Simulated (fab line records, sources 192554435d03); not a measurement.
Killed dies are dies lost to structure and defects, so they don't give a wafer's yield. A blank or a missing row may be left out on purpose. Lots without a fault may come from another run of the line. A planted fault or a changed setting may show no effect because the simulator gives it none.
fab line records | flow n5_finfet
record lots=12 wafers=30 last_day=17
route steps=1938 shown BEOL_M1@820 BEOL_M4@1111 PASSIVATION@1936
lots that met no fault: from a run of the same line without faults
start_h: hours from the record's first day to the start of the lot's first wafer shown | wait_h: hours since the lot's step before | " the same as in the row above | L1.1+2: a row that stands for several wafers | - no value, or no start given | * or withheld: withheld | < > ~ a bound
route shown NAME@n: a module of which the file shows steps, and the number in the route of the first | usual: mean/standard deviation of fault-free wafers | same: alike in all rows | chamber/n: place in a boat | sites: the reading at each site | _std_site: their standard deviation | _edge_site: outer sites' mean less inner sites' | radius_mm: how far each site lies from the wafer's centre | mask NAME#n: copy n | behind: the tool/chamber that last shaped the wafer | hold: why the lot was held/for how many hours/how that ended | device: the transistor (n, p or np) that didn't switch | end of line: the same wafers' tests at the end of the route | a step without rows: its recipe alone | killed: dies lost to structure and defects at the first sort, not the wafer's yield | map: a wafer's dies, x killed, . not, _ none there
set.NAME: the setting as run; set.NAME@STEP: as run at that earlier step | model.NAME: the simulator's own value behind a step, which no gauge read
steps of the route over a sample of lots; a table a step, a row a wafer
services: from which hour (start_h, from the record's first day; less than 0 if before it) a tool's chamber was out of use, for how many hours, and why
## steps
# step N5_BEOL_M1_SPUTTER_86
# recipe material=Cu target_thk_a=45 temp_c=-20 chamber_pressure_pa=0.07 power_w=withheld time_s=8.29
# usual throttle_valve_pct=29.7/0.8
# columns lot.wafer tool chamber start_h wait_h throttle_valve_pct
L166.3 pvd_sputter-02 - 145.59 0.1 29.4
L166.4 " - " " 30.3
L167.2 pvd_sputter-02 - 149.46 0.1 30.6
L167.4 " - " " 30.6
L167.6 " - " " 30.5
L164.1 pvd_sputter-03 - 157.69 0.1 29.3
L164.3 " - " " 30.2
L164.5 " - " " 30.6
L168.4 pvd_sputter-03 - 160.88 0.0 29.4
L168.5 " - " " 30.3
L168.6 " - " " 30.3
L170.2 pvd_sputter-01 - 162.57 0.1 30.1
L170.3 " - " " 29.4
L170.6 " - " " 29.4
L172.2 pvd_sputter-02 - 178.34 0.1 29.0
L172.4 " - " " 30.5
L173.3 pvd_sputter-02 - 189.43 0.1 29.5
L173.4 " - " " 28.9
L174.2 pvd_sputter-03 - 197.06 0.1 29.6
L174.4 " - " " 30.5
L179.2 pvd_sputter-03 - 219.33 0.1 29.7
L179.6 " - " " 30.4
L182.2 pvd_sputter-01 - 236.58 0.1 27.4
L182.4 " - " " 29.7
L182.5 " - " " 29.2
L186.1 pvd_sputter-03 - 259.16 0.1 29.1
L186.4 " - " " 30.1
L186.6 " - " " 30.3
L187.4 pvd_sputter-01 - 266.30 0.1 29.7
L187.6 " - " " 29.7
# step N5_BEOL_M1_ANNEAL_89
# recipe temp_c=400 time_s=240 ambient=vacuum
# usual heater_power_w=816/78
# columns lot.wafer tool chamber start_h wait_h heater_power_w
L166.3 pvd_sputter-02 - 145.89 0.0 830
L166.4 " - " " 898
L167.2 pvd_sputter-02 - 149.76 0.0 750
L167.4 " - " " 909
L167.6 " - " " 906
L164.1 pvd_sputter-03 - 157.99 0.0 870
L164.3 " - " " 819
L164.5 " - " " 898
L168.4 pvd_sputter-03 - 161.21 0.1 853
L168.5 " - " " 891
L168.6 " - " " 814
L170.2 pvd_sputter-01 - 162.87 0.0 900
L170.3 " - " " 848
L170.6 " - " " 832
L172.2 pvd_sputter-02 - 178.64 0.0 789
L172.4 " - " " 734
L173.3 pvd_sputter-02 - 189.77 0.0 839
L173.4 " - " " 792
L174.2 pvd_sputter-03 - 197.36 0.0 861
L174.4 " - " " 794
L179.2 pvd_sputter-03 - 219.63 0.0 836
L179.6 " - " " 819
L182.2 pvd_sputter-01 - 236.88 0.0 830
L182.4 " - " " 875
L182.5 " - " " 857
L186.1 pvd_sputter-03 - 259.46 0.0 663
L186.4 " - " " 839
L186.6 " - " " 835
L187.4 pvd_sputter-01 - 266.60 0.0 879
L187.6 " - " " 673
# step N5_BEOL_M1_ANNEAL_93
# recipe temp_c=400 time_s=240 ambient=vacuum
# usual heater_power_w=816/77
# columns lot.wafer tool chamber start_h wait_h heater_power_w
L166.3 pvd_sputter-02 - 146.33 0.0 841
L166.4 " - " " 904
L167.2 pvd_sputter-02 - 150.20 0.0 751
L167.4 " - " " 870
L167.6 " - " " 894
L164.1 pvd_sputter-03 - 158.43 0.0 862
L164.3 " - " " 826
L164.5 " - " " 899
L168.4 pvd_sputter-03 - 161.65 0.1 838
L168.5 " - " " 882
L168.6 " - " " 833
L170.2 pvd_sputter-01 - 163.31 0.0 895
L170.3 " - " " 860
L170.6 " - " " 851
L172.2 pvd_sputter-02 - 179.08 0.0 769
L172.4 " - " " 757
L173.3 pvd_sputter-02 - 190.26 0.0 842
L173.4 " - " " 781
L174.2 pvd_sputter-03 - 197.80 0.0 838
L174.4 " - " " 831
L179.2 pvd_sputter-03 - 220.07 0.0 829
L179.6 " - " " 869
L182.2 pvd_sputter-01 - 237.32 0.0 869
L182.4 " - " " 897
L182.5 " - " " 828
L186.1 pvd_sputter-03 - 259.90 0.0 666
L186.4 " - " " 854
L186.6 " - " " 850
L187.4 pvd_sputter-01 - 267.04 0.0 886
L187.6 " - " " 694
# step N5_BEOL_M1_ECD_50
# recipe material=Cu target_thk_a=3000
# columns lot.wafer tool chamber start_h wait_h
L166.3+4 ecd_cu-02 0,1 146.82 0.1
L167.2+4+6 ecd_cu-02 1,0,1 150.68 0.1
L164.1+3+5 ecd_cu-02 0,0,1 158.90 0.1
L168.4+5+6 ecd_cu-01 1,0,1 162.08 0.1
L170.2+3+6 ecd_cu-02 0,1,1 163.79 0.1
L172.2+4 ecd_cu-02 0 179.56 0.1
L173.3+4 ecd_cu-02 1,0 190.81 0.1
L174.2+4 ecd_cu-02 1 198.27 0.1
L179.2+6 ecd_cu-01 1 220.55 0.1
L182.2+4+5 ecd_cu-01 1,1,0 237.80 0.1
L186.1+4+6 ecd_cu-02 1,0,0 260.37 0.1
L187.4+6 ecd_cu-02 1 267.54 0.1
# step N5_BEOL_M1_CMP_52
# recipe stop_on=SiOC t_overpolish_s=6.8 down_force_psi=1 platen_rpm=50 clearing_platen_down_force_psi=1.5 clearing_platen_rpm=50 post_cmp_clean=cu_alkaline target_thk_nm=40 clearing_platen_pad_velocity_m_s=0.99484 pad_velocity_m_s=0.99484
# usual clearing_platen_rpm=49.997/0.026 motor_current_A=6.2/0.52 platen_rpm=50.00/0.035 time_to_endpoint_s=63/5.1
# columns lot.wafer tool chamber start_h wait_h clearing_platen_rpm motor_current_A platen_rpm time_to_endpoint_s
L166.3 cmp-04 2 147.25 0.2 50.006 5.2 50.03 66
L166.4 " 3 " " 50.031 7.4 49.99 58
L167.2 cmp-04 2 151.09 0.2 49.980 5.2 49.99 65
L167.4 " 3 " " 49.975 7.2 50.07 57
L167.6 " 1 " " 50.000 6.0 50.00 65
L164.3 cmp-01 1 159.38 0.3 49.975 6.1 50.01 67
L164.1 " 2 " " 50.045 6.8 49.99 57
L164.5 " 0 " " 50.005 6.7 49.98 57
L168.4 cmp-02 2 162.47 0.2 50.017 5.5 50.04 57
L168.5 " 1 " " 49.983 6.7 49.96 58
L168.6 " 2 " " 50.009 5.7 50.01 55
L170.2 cmp-01 0 164.20 0.2 50.041 6.3 49.98 57
L170.3 " 1 " " 49.979 5.8 50.05 69
L170.6 " 3 " " 50.006 6.4 50.06 69
L172.2 cmp-01 2 179.93 0.2 50.035 6.5 49.96 112
L172.4 " 1 " " 50.009 5.6 50.00 130
L173.3 cmp-01 2 191.33 0.2 50.064 6.7 49.98 55
L173.4 " 3 " " 50.035 6.1 49.93 122
L174.4 cmp-01 1 198.65 0.1 49.986 5.7 50.00 117
L174.2 " 2 " " 49.984 6.6 50.01 111
L179.2 cmp-02 1 220.96 0.2 50.025 6.7 49.97 65
L179.6 " 1 " " 50.031 6.6 49.96 63
L182.4 cmp-01 0 238.19 0.1 50.005 6.5 50.00 59
L182.2 " 3 " " 50.048 6.3 49.96 75
L182.5 " 1 " " 50.000 5.8 49.97 71
L186.4 cmp-02 2 260.79 0.2 50.016 5.6 50.01 56
L186.1 " 3 " " 50.032 6.1 49.97 63
L186.6 " 2 " " 50.000 5.6 50.01 56
L187.4 cmp-01 1 267.93 0.2 49.993 5.8 50.06 70
L187.6 " 1 " " 49.949 6.2 50.05 73
# step N5_BEOL_M4_RC_MEAS_101
# usual DIBL_N=36.9/2.1 DIBL_P=37.1/2.5 IOFF_N=0.17/0.039 IOFF_P=0.23/0.043 ION_N=673/15 ION_P=462/9.1 SS_N=71.8/0.69 SS_P=73.6/0.74 VT_N=250/3.6 VT_P=-249.7/2.9
# columns lot.wafer tool chamber start_h wait_h DIBL_N[mV/V] DIBL_P[mV/V] IOFF_N[nA/um] IOFF_P[nA/um] ION_N[uA/um] ION_P[uA/um] SS_N[mV/dec] SS_P[mV/dec] VT_N[mV] VT_P[mV]
L167.2 prober-01 0 180.79 0.2 33.5 33.0 0.12 0.17 677 465 70.8 72.1 254 -252.8
L167.4 " 0 " " 35.6 35.0 0.15 0.19 665 453 71.1 72.9 249 -252.3
L167.6 " 0 " " 35.8 35.6 0.14 0.19 667 452 70.7 73.2 251 -250.6
L166.3 prober-02 0 181.22 0.3 40.9 43.9 0.29 0.35 703 476 72.5 75.0 241 -245.6
L166.4 " 0 " " 39.4 41.2 0.23 0.29 682 461 72.1 74.2 245 -245.4
L164.1 prober-01 0 185.58 0.0 37.9 37.0 0.18 0.19 674 447 71.8 73.2 248 -249.9
L164.3 " 0 " " 39.5 40.3 0.22 0.23 687 456 71.9 74.3 247 -250.1
L164.5 " 0 " " 37.5 36.5 0.16 0.17 664 444 72.2 73.8 253 -252.8
L168.4 prober-02 0 197.94 0.5 35.4 35.1 0.14 0.20 662 456 71.9 74.4 255 -251.6
L168.5 " 0 " " 34.6 34.5 0.14 0.19 659 451 72.0 73.8 254 -250.6
L168.6 " 0 " " 37.6 37.6 0.18 0.22 683 469 72.3 74.3 251 -250.2
L170.2 prober-01 0 198.34 0.2 35.2 34.9 0.13 0.19 657 453 71.6 72.6 254 -252.9
L170.3 " 0 " " 38.6 38.4 0.20 0.26 673 462 71.9 73.9 250 -246.8
L170.6 " 0 " " 39.4 39.8 0.21 0.27 680 467 71.9 73.5 245 -245.6
L172.2 prober-02 0 218.58 0.2 34.7 36.2 0.14 0.21 661 459 71.6 73.8 252 -247.3
L172.4 " 0 " " 37.2 38.4 0.19 0.25 668 466 72.7 74.6 249 -244.8
L173.3 prober-01 0 225.03 0.3 38.0 35.4 0.17 0.21 659 447 71.8 73.8 251 -252.2
L173.4 " 0 " " 35.8 34.8 0.14 0.21 682 467 70.4 73.4 250 -249.3
L174.2 prober-02 0 230.28 0.2 33.3 32.3 0.12 0.17 657 459 70.3 73.5 255 -253.7
L174.4 " 0 " " 36.0 36.7 0.16 0.24 659 458 71.3 74.0 250 -248.8
L179.2 prober-02 0 259.98 0.2 39.5 38.7 0.20 0.21 673 460 72.6 74.1 250 -253.2
L179.6 " 0 " " 37.3 38.4 0.16 0.21 678 463 71.5 73.8 250 -253.3
L182.2 prober-01 0 279.56 0.2 34.4 34.4 0.12 0.16 665 450 71.6 73.0 254 -251.9
L182.4 " 0 " " 37.2 37.1 0.17 0.19 671 457 71.5 73.6 249 -252.1
L182.5 " 0 " " 38.1 38.7 0.19 0.22 687 462 71.6 73.9 246 -250.4
L186.1 prober-02 0 302.10 0.0 37.3 35.9 0.17 0.21 681 462 72.1 73.4 248 -250.6
L186.4 " 0 " " 33.3 32.1 0.11 0.15 664 455 70.4 72.4 254 -254.1
L186.6 " 0 " " 37.4 37.0 0.19 0.23 700 474 71.9 73.5 245 -250.7
L187.4 prober-01 0 302.64 0.5 34.0 35.0 0.15 0.20 686 473 71.6 73.2 247 -249.2
L187.6 " 0 " " 39.7 42.6 0.27 0.35 712 485 73.2 75.6 242 -245.4
# step N5_PASSIVATION_PROBE_49
# usual defect_limited_yield=91.3/1.4 killed_at_M0_to_M3=32/9.5 killed_at_M4_up=14/5.2 killed_at_contacts=13/5.7 killed_at_front_end=41/12 killed_at_other=3.5/2.6 killed_dies=103/17 killed_on_rim=14/4 killed_open=68/14 killed_short=32/7 sort_bin_4_leakage=0.01/0.051 sort_bin_5_function=5.0/0.91 sort_bin_6_memory=3.3/0.7 sort_bin_8_speed=0.03/0.22 sort_n_pass=1076/17 sort_yield_pct=91.2/1.4
# same gross_dies=1180 killed_at_back_side=0
# columns lot.wafer tool chamber start_h wait_h defect_limited_yield[%] killed_at_M0_to_M3 killed_at_M4_up killed_at_contacts killed_at_front_end killed_at_other killed_dies killed_on_rim killed_open killed_short sort_bin_4_leakage[%] sort_bin_5_function[%] sort_bin_6_memory[%] sort_bin_8_speed[%] sort_n_pass sort_yield_pct[%]
L167.2 prober-02 - 279.29 0.1 89.4 44 11 7 62 1 125 17 69 46 0 6.4 3.1 0 1055 89.4
L167.4 prober-02 - 279.39 0.2 91.3 40 9 10 43 1 103 11 47 53 0 5.9 2.3 0 1077 91.3
L167.6 prober-02 - 279.49 0.3 92.1 32 10 8 42 1 93 15 60 28 0 4.1 3.6 0 1087 92.1
L166.3 prober-01 - 283.66 0.1 91.3 25 20 17 37 4 103 15 71 32 0.17 4.8 3.6 0 1075 91.1
L166.4 prober-01 - 283.71 0.2 88.8 43 20 17 45 7 132 14 90 42 0 6.9 4.0 0 1048 88.8
L164.1 prober-02 - 289.71 0.0 91.3 28 23 18 27 7 103 12 75 28 0 5.2 3.2 0 1077 91.3
L164.3 prober-02 - 289.81 0.1 91.0 22 17 23 42 2 106 13 72 32 0 4.7 3.6 0 1074 91.0
L164.5 prober-02 - 289.91 0.2 90.6 24 18 23 43 3 111 14 82 28 0 4.8 4.3 0 1069 90.6
L168.4 prober-01 - 301.48 0.2 91.9 33 13 11 35 3 95 14 65 20 0 4.1 3.1 0 1085 91.9
L168.5 prober-01 - 301.53 0.2 91.6 37 20 14 27 1 99 12 67 29 0 5.2 2.9 0 1081 91.6
L168.6 prober-01 - 301.58 0.3 93.2 32 6 18 21 3 80 14 49 27 0 3.6 2.9 0 1100 93.2
L170.2 prober-02 - 303.08 0.1 93.0 29 9 11 33 1 83 10 53 30 0 4.1 2.8 0 1097 93.0
L170.3 prober-02 - 303.13 0.2 92.8 27 8 6 41 3 85 19 52 31 0 4.2 2.5 0.08 1095 92.8
L170.6 prober-02 - 303.28 0.3 91.8 35 10 2 48 2 97 21 59 31 0 4.1 3.2 0 1083 91.8
L172.2 prober-01 - 314.67 0.1 92.4 27 10 21 28 4 90 13 57 33 0 4.7 2.9 0 1090 92.4
L172.4 prober-01 - 314.77 0.2 90.3 34 16 19 42 4 115 16 76 38 0 5.4 3.7 0 1065 90.3
L174.2 prober-01 - 331.22 0.1 93.8 22 12 8 28 3 73 4 46 26 0 3.6 2.5 0 1107 93.8
L174.4 prober-01 - 331.32 0.2 90.8 22 22 17 41 7 109 13 67 32 0 5.5 2.8 0 1071 90.8
L173.3 prober-02 - 331.35 0.1 90.7 27 14 19 48 2 110 20 67 33 0 4.7 3.4 0 1070 90.7
L173.4 prober-02 - 331.40 0.2 90.4 40 15 5 44 9 113 18 82 30 0 5.3 4.2 0 1067 90.4
L179.2 prober-01 - 358.78 0.1 93.0 28 11 16 27 1 83 8 57 26 0 4.0 2.9 0 1097 93.0
L179.6 prober-01 - 358.98 0.3 92.5 21 17 15 34 2 89 11 56 33 0 4.4 2.9 0 1091 92.5
L182.2 prober-01 - 373.24 0.1 91.1 30 9 6 53 7 105 10 70 34 0 5.8 3.0 0 1075 91.1
L182.4 prober-01 - 373.34 0.2 90.4 52 12 6 41 2 113 16 74 36 0 4.6 4.1 0 1067 90.4
L182.5 prober-01 - 373.39 0.2 92.7 30 7 17 30 2 86 8 56 29 0 3.6 3.5 0 1094 92.7
L186.1 prober-02 - 407.16 0.0 89.2 26 19 27 51 4 127 19 75 43 0 5.7 3.9 0.08 1053 89.2
L186.4 prober-02 - 407.31 0.2 91.1 35 9 17 40 4 105 13 64 33 0 5.0 3.1 0 1075 91.1
L186.6 prober-02 - 407.41 0.3 90.3 37 13 19 45 0 114 17 79 31 0 5.5 3.7 0 1066 90.3
L187.4 prober-02 - 408.95 0.2 92.9 42 9 9 22 2 84 11 63 21 0 4.1 3.0 0 1096 92.9
L187.6 prober-02 - 409.05 0.3 91.9 45 7 18 22 4 96 7 65 29 0.25 3.9 3.7 0 1081 91.6
# killed by level:class
L167.2 FIN_SAQP:geometric_particle:open=16 BEOL_M0_SAQP:geometric_particle:open=16 BEOL_M0_SAQP:geometric_particle:short=13 FIN_SAQP:geometric_particle:short=12 HKMG_FIN:area_etch=9 BEOL_M3:geometric_particle:open=7 STARTING-WAFER:geometric_particle:open=6 STI_FIN_REVEAL:geometric_particle:open=5
L167.4 BEOL_M0_SAQP:geometric_particle:open=16 BEOL_M0_SAQP:geometric_particle:short=16 GATE_CUT:geometric_particle:short=12 MOL_CONTACT_COAG:geometric_particle:open=7 FIN_SAQP:geometric_particle:open=6 BEOL_M1:geometric_particle:short=6 GATE_CUT:geometric_particle:open=5 STARTING-WAFER:geometric_particle:short=4
L167.6 BEOL_M0_SAQP:geometric_particle:short=12 BEOL_M3:geometric_particle:open=9 FIN_SAQP:geometric_particle:short=7 FIN_SAQP:geometric_particle:open=7 MOL_CONTACT_COAG:geometric_particle:open=6 DUMMY_GATE:geometric_particle:open=5 BEOL_M0_SAQP:geometric_particle:open=5 BEOL_M4:geometric_particle:open=4
L166.3 BEOL_M4:geometric_particle:open=14 FIN_SAQP:geometric_particle:open=12 MOL_CONTACT_COAG:geometric_particle:open=12 BEOL_M0_SAQP:geometric_particle:short=9 BEOL_M0_SAQP:geometric_particle:open=9 STI_FIN_REVEAL:geometric_particle:open=6 MOL_CONTACT_COAG:geometric_particle:short=5 GATE_CUT:geometric_particle:short=4
L166.4 FIN_SAQP:geometric_particle:open=15 BEOL_M0_SAQP:geometric_particle:open=13 MOL_CONTACT_COAG:geometric_particle:open=12 BEOL_M0_SAQP:geometric_particle:short=12 BEOL_M4:geometric_particle:open=11 STI_FIN_REVEAL:geometric_particle:open=9 GATE_CUT:geometric_particle:short=7 FIN_SAQP:geometric_particle:short=6
L164.1 MOL_CONTACT_COAG:geometric_particle:open=16 BEOL_M0_SAQP:geometric_particle:short=7 BEOL_M4:geometric_particle:open=7 STI_FIN_REVEAL:geometric_particle:open=6 BEOL_M0:geometric_particle:open=5 BEOL_M2:geometric_particle:open=5 BEOL_M5:geometric_particle:open=5 MIM_TOP_ETCH:geometric_particle:open=5
L164.3 MOL_CONTACT_COAG:geometric_particle:open=21 FIN_SAQP:geometric_particle:short=9 STI_FIN_REVEAL:geometric_particle:open=7 DUMMY_GATE:geometric_particle:open=5 GATE_CUT:geometric_particle:short=5 BEOL_M2:geometric_particle:open=5 BEOL_M3:geometric_particle:open=5 BEOL_M4:geometric_particle:open=5
L164.5 MOL_CONTACT_COAG:geometric_particle:open=18 STI_FIN_REVEAL:geometric_particle:open=11 BEOL_M3:geometric_particle:open=10 FIN_SAQP:geometric_particle:open=9 BEOL_M4:geometric_particle:open=8 FIN_SAQP:geometric_particle:short=6 MOL_CONTACT_COAG:geometric_particle:short=5 BEOL_M1:geometric_particle:open=4
L168.4 STI_FIN_REVEAL:geometric_particle:open=12 MOL_CONTACT_COAG:geometric_particle:open=11 BEOL_M0_SAQP:geometric_particle:open=9 BEOL_M0_SAQP:geometric_particle:short=6 BEOL_M2:geometric_particle:open=6 GATE_CUT:geometric_particle:open=5 BEOL_M1:geometric_particle:open=5 BEOL_M4:geometric_particle:open=5
L168.5 BEOL_M4:geometric_particle:open=14 MOL_CONTACT_COAG:geometric_particle:open=10 STI_FIN_REVEAL:geometric_particle:open=9 BEOL_M2:geometric_particle:open=9 BEOL_M0_SAQP:geometric_particle:short=6 GATE_CUT:geometric_particle:short=5 DUMMY_GATE:geometric_particle:open=5 BEOL_M0_SAQP:geometric_particle:open=5
L168.6 MOL_CONTACT_COAG:geometric_particle:open=14 BEOL_M2:geometric_particle:open=7 STI_FIN_REVEAL:geometric_particle:open=6 BEOL_M0_SAQP:geometric_particle:short=6 MOL_CONTACT_COAG:geometric_particle:short=4 GATE_CUT:geometric_particle:short=4 BEOL_M3:geometric_particle:open=4 BEOL_M1:geometric_particle:open=4
L170.2 FIN_SAQP:geometric_particle:short=15 BEOL_M3:geometric_particle:open=8 MOL_CONTACT_COAG:geometric_particle:open=6 STI_FIN_REVEAL:geometric_particle:open=5 MOL_CONTACT_COAG:geometric_particle:short=5 BEOL_M0_SAQP:geometric_particle:open=5 BEOL_M1:geometric_particle:open=5 BEOL_M5:geometric_particle:open=5
L170.3 FIN_SAQP:geometric_particle:open=10 FIN_SAQP:geometric_particle:short=7 BEOL_M1:geometric_particle:open=7 STI_FIN_REVEAL:geometric_particle:open=6 MOL_CONTACT_COAG:geometric_particle:open=4 BEOL_M0_SAQP:geometric_particle:short=4 BEOL_M3:geometric_particle:open=4 DUMMY_GATE:geometric_particle:open=3
L170.6 STI_FIN_REVEAL:geometric_particle:open=12 FIN_SAQP:geometric_particle:short=9 BEOL_M0_SAQP:geometric_particle:open=7 BEOL_M2:geometric_particle:open=7 HKMG_FIN:area_etch=6 FIN_SAQP:geometric_particle:open=4 BEOL_M0_SAQP:geometric_particle:short=4 BEOL_M0:geometric_particle:open=4
L172.2 MOL_CONTACT_COAG:geometric_particle:open=18 FIN_SAQP:geometric_particle:short=12 BEOL_M0_SAQP:geometric_particle:open=5 BEOL_M2:geometric_particle:open=5 BEOL_M4:geometric_particle:open=5 FIN_SAQP:geometric_particle:open=4 BEOL_M0:geometric_particle:open=4 BEOL_M1:geometric_particle:open=4
L172.4 MOL_CONTACT_COAG:geometric_particle:open=15 FIN_SAQP:geometric_particle:open=14 BEOL_M3:geometric_particle:open=11 BEOL_M4:geometric_particle:open=8 GATE_CUT:geometric_particle:open=5 GATE_CUT:geometric_particle:short=5 BEOL_M0_SAQP:geometric_particle:open=5 BEOL_M1:geometric_particle:short=5
L174.2 FIN_SAQP:geometric_particle:short=11 MOL_CONTACT_COAG:geometric_particle:open=7 BEOL_M1:geometric_particle:open=6 FIN_SAQP:geometric_particle:open=5 BEOL_M3:geometric_particle:open=5 BEOL_M4:geometric_particle:open=5 STI_FIN_REVEAL:geometric_particle:open=3 BEOL_M0_SAQP:geometric_particle:short=3
L174.4 MOL_CONTACT_COAG:geometric_particle:open=14 BEOL_M4:geometric_particle:open=10 STI_FIN_REVEAL:geometric_particle:open=9 HKMG_FIN:area_etch=9 FIN_SAQP:geometric_particle:short=5 GATE_CUT:geometric_particle:short=4 BEOL_M0_SAQP:geometric_particle:short=4 BEOL_M1:geometric_particle:open=4
L173.3 MOL_CONTACT_COAG:geometric_particle:open=17 BEOL_M4:geometric_particle:open=9 HKMG_FIN:area_etch=8 FIN_SAQP:geometric_particle:short=6 FIN_SAQP:geometric_particle:open=6 BEOL_M1:geometric_particle:open=6 BEOL_M3:geometric_particle:open=5 STI_FIN_REVEAL:geometric_particle:open=4
L173.4 FIN_SAQP:geometric_particle:open=27 BEOL_M0_SAQP:geometric_particle:short=13 BEOL_M0_SAQP:geometric_particle:open=10 BEOL_M1:geometric_particle:open=7 MOL_CONTACT_COAG:geometric_particle:open=5 BEOL_M4:geometric_particle:open=5 FIN_SAQP:geometric_particle:short=4 BEOL_M2:geometric_particle:open=4
L179.2 MOL_CONTACT_COAG:geometric_particle:open=13 FIN_SAQP:geometric_particle:open=6 BEOL_M1:geometric_particle:open=6 BEOL_M4:geometric_particle:open=5 ILD0:geometric_particle:open=5 BEOL_M3:geometric_particle:open=5 FIN_SAQP:geometric_particle:short=4 BEOL_M0_SAQP:geometric_particle:short=4
L179.6 MOL_CONTACT_COAG:geometric_particle:open=13 BEOL_M0_SAQP:geometric_particle:short=6 BEOL_M4:geometric_particle:short=6 FIN_SAQP:geometric_particle:open=5 FIN_SAQP:geometric_particle:short=4 STI_FIN_REVEAL:geometric_particle:open=4 DUMMY_GATE:geometric_particle:short=4 DUMMY_GATE:geometric_particle:open=3
L182.2 FIN_SAQP:geometric_particle:open=21 FIN_SAQP:geometric_particle:short=11 STI_FIN_REVEAL:geometric_particle:open=10 BEOL_M0_SAQP:geometric_particle:open=8 BEOL_M0_SAQP:geometric_particle:short=6 MOL_CONTACT_COAG:geometric_particle:open=5 BEOL_M1:geometric_particle:open=5 BEOL_M2:geometric_particle:short=3
L182.4 BEOL_M0_SAQP:geometric_particle:open=13 FIN_SAQP:geometric_particle:open=10 BEOL_M3:geometric_particle:open=8 BEOL_M0_SAQP:geometric_particle:short=7 BEOL_M1:geometric_particle:open=7 STARTING-WAFER:geometric_particle:short=7 STI_FIN_REVEAL:geometric_particle:open=6 BEOL_M2:geometric_particle:open=6
L182.5 MOL_CONTACT_COAG:geometric_particle:open=12 DUMMY_GATE:geometric_particle:open=10 BEOL_M3:geometric_particle:open=10 BEOL_M0_SAQP:geometric_particle:short=7 FIN_SAQP:geometric_particle:short=5 FIN_SAQP:geometric_particle:open=5 MOL_CONTACT_COAG:geometric_particle:short=5 BEOL_M0:geometric_particle:open=5
L186.1 MOL_CONTACT_COAG:geometric_particle:open=19 MOL_CONTACT_COAG:geometric_particle:short=8 HKMG_FIN:area_etch=8 FIN_SAQP:geometric_particle:open=7 DUMMY_GATE:geometric_particle:open=7 BEOL_M0_SAQP:geometric_particle:open=7 FIN_SAQP:geometric_particle:short=6 BEOL_M0_SAQP:geometric_particle:short=6
L186.4 MOL_CONTACT_COAG:geometric_particle:open=12 FIN_SAQP:geometric_particle:open=9 FIN_SAQP:geometric_particle:short=8 BEOL_M2:geometric_particle:open=8 BEOL_M0_SAQP:geometric_particle:open=7 HKMG_FIN:area_etch=6 MOL_CONTACT_COAG:geometric_particle:short=5 BEOL_M0_SAQP:geometric_particle:short=5
L186.6 MOL_CONTACT_COAG:geometric_particle:open=14 BEOL_M0_SAQP:geometric_particle:open=10 BEOL_M2:geometric_particle:open=10 DUMMY_GATE:geometric_particle:open=8 FIN_SAQP:geometric_particle:open=7 BEOL_M0_SAQP:geometric_particle:short=7 FIN_SAQP:geometric_particle:short=6 GATE_CUT:geometric_particle:open=6
L187.4 BEOL_M1:geometric_particle:open=12 BEOL_M2:geometric_particle:open=12 MOL_CONTACT_COAG:geometric_particle:open=8 BEOL_M0_SAQP:geometric_particle:open=7 GATE_CUT:geometric_particle:short=4 GATE_CUT:geometric_particle:open=4 BEOL_M1:geometric_particle:short=3 BEOL_M4:geometric_particle:open=3
L187.6 MOL_CONTACT_COAG:geometric_particle:open=14 BEOL_M2:geometric_particle:open=12 BEOL_M1:geometric_particle:open=9 BEOL_M3:geometric_particle:open=7 GATE_CUT:geometric_particle:short=6 BEOL_M0_SAQP:geometric_particle:short=6 MOL_CONTACT_COAG:geometric_particle:short=4 BEOL_M0_SAQP:geometric_particle:open=4
## services
# columns tool chamber start_h hours kind
cmp-01 - 153.97 4.1 pm
cmp-02 - 154.51 1.9 repair
ecd_cu-02 - 155.47 0.9 repair
ecd_cu-02 - 166.12 0.7 repair
cmp-04 - 172.72 1.8 repair
cmp-02 - 220.16 0.4 repair
cmp-02 - 235.04 8.3 pm
cmp-02 - 253.42 4.0 pm
cmp-04 - 256.08 18.7 pm
cmp-02 - 257.42 - consumable_replace:conditioner
cmp-02 - 257.42 - consumable_replace:pad
cmp-01 - 258.31 4.0 pm
cmp-01 - 262.31 - consumable_replace:conditioner
cmp-01 - 262.31 - consumable_replace:pad
cmp-02 - 263.62 0.2 repair
## key
first_sign step=N5_BEOL_M1_CMP_52 reading=time_to_endpoint_s direction=up sigmas=11 usual=* struck=*
effect none on later readings
met_at N5_BEOL_M1_ECD_50
struck_lots L172,L173,L174
struck_wafers L172.2,L172.4,L173.4,L174.2,L174.4
not_acting_at N5_BEOL_M1_SPUTTER_86,N5_BEOL_M1_ANNEAL_89,N5_BEOL_M1_ANNEAL_93
onset_between 163.79 179.56
fault kind=process_parameter_drift tool=ecd_cu-02 chamber=- onset_h=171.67 steps=N5_BEOL_M1_ECD_50 channel=target_thk_a offset=* shape=step end_h=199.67 scope=struck_wafers_only acts_in=* stated=*
